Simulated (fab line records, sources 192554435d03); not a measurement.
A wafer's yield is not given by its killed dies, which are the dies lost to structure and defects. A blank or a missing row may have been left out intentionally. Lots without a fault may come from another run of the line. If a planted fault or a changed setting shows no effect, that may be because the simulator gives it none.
Chamber matching    flow n5Finfet    N5_BEOL_M1_ETCHBACK_99 on rieDiel-03 has 4 sister chambers
The step etches SiO2 in CHF3, target depth 5 nm, time 10.4 s. 16 wafers are shown with their chamber, then 8 later ones without.

== WAFERS WITH THEIR CHAMBER ==
wafer   chamber  drypumpMotorCurrentA (A)  showerheadPlenumPTorr (Torr)  rfVppV (V)
L075.1  1        5.4                       2.30                          261
L075.3  3        6.3                       2.21                          238
L075.5  3        6.4                       2.21                          239
L077.3  0        5.1                       2.16                          259
L077.4  2        5.3                       2.12                          243
L077.6  0        5.1                       2.16                          259
L083.1  1        5.4                       2.30                          262
L083.4  3        6.4                       2.21                          238
L083.6  0        5.1                       2.15                          257
L084.1  2        5.3                       2.12                          244
L084.4  1        5.4                       2.29                          260
L084.6  2        5.3                       2.12                          242
L086.2  0        5.1                       2.15                          259
L086.3  2        5.3                       2.12                          243
L086.4  3        6.4                       2.21                          239
L091.1  0        5.1                       2.15                          258

SIGNATURES (averages over the wafers above)
reading                chamber 0  chamber 1  chamber 2  chamber 3  scatter within a chamber
drypumpMotorCurrentA   5.100      5.400      5.300      6.375      0.025
showerheadPlenumPTorr  2.1540     2.2967     2.1200     2.2100     0.00394
rfVppV                 258.40     261.00     243.00     238.50     0.827
Rule: a wafer lies at a distance from a chamber equal to the root of the sum of squares, over the readings, of (its reading less the chamber's mean, divided by the reading's scatter). The wafer belongs to the nearest chamber; if the next one is less than 2 further off, it can't be placed. The scatter is the square root of a quotient: the sum, over the shown wafers, of each reading's squared deviation from its chamber's mean, divided by wafers minus chambers.

== WAFERS WITHOUT THEIR CHAMBER ==
wafer   drypumpMotorCurrentA (A)  showerheadPlenumPTorr (Torr)  rfVppV (V)
L091.2  5.3                       2.12                          244
L091.4  6.4                       2.20                          239
L096.3  5.4                       2.29                          261
L096.5  5.1                       2.15                          259
L096.6  6.4                       2.20                          238
L094.3  5.3                       2.11                          244
L094.4  5.4                       2.29                          260
L094.6  6.4                       2.20                          237

== WHICH CHAMBER EACH ONE RAN IN ==
wafer   from the rows above  in truth
L091.2  2                    2
L091.4  3                    3
L096.3  1                    1
L096.5  0                    0
L096.6  3                    3
L094.3  2                    2
L094.4  1                    1
L094.6  3                    3
Correct placement for 8 of the 8. Left unplaced by these rows: 0. Number placed wrongly: 0.
